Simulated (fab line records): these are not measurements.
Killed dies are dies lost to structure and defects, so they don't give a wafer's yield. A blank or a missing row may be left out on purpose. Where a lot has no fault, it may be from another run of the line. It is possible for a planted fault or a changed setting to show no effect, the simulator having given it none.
Matching of chambers | flow n5 finfet | N5_ZERO_LAYER_ETCH_18 on rie si-03: 4 sister chambers
The step etches Si in HBr/Cl2, target depth 120 nm, time 40 s. 4 wafers are shown with their chamber, then 6 later ones without.

WAFERS PAIRED WITH THEIR CHAMBERS
wafer  | chamber | oes product au (a.u.)
L792.5 | 0       | 1.019
L792.6 | 1       | 0.970
L796.2 | 3       | 0.988
L796.6 | 2       | 1.005

WAFERS WITH NO CHAMBER GIVEN
wafer  | oes product au (a.u.)
L798.1 | 1.016
L798.5 | 1.022
L798.6 | 0.988
L801.3 | 1.015
L801.5 | 0.971
L801.6 | 1.021

EACH ONE'S CHAMBER
wafer  | from the rows above | in truth
L798.1 | 0                   | 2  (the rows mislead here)
L798.5 | 0                   | 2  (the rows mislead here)
L798.6 | 3                   | 3
L801.3 | 0                   | 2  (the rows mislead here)
L801.5 | 1                   | 1
L801.6 | 0                   | 0
3 of 6 placed correctly. From these rows, 0 cannot be placed. Number placed wrongly: 3.
How it was worked out, from the rows above alone: a wafer's distance from a chamber is the root of the sum, over the readings, of the square of ((its reading less the chamber's mean) divided by the reading's scatter). The wafer belongs to the nearest chamber; if the next one is less than 2 further off, it can't be placed. A chamber's mean is the mean of its shown wafers. The scatter: root of mean squared gap, hidden wafer to nearest shown wafer, with one shown wafer a chamber.
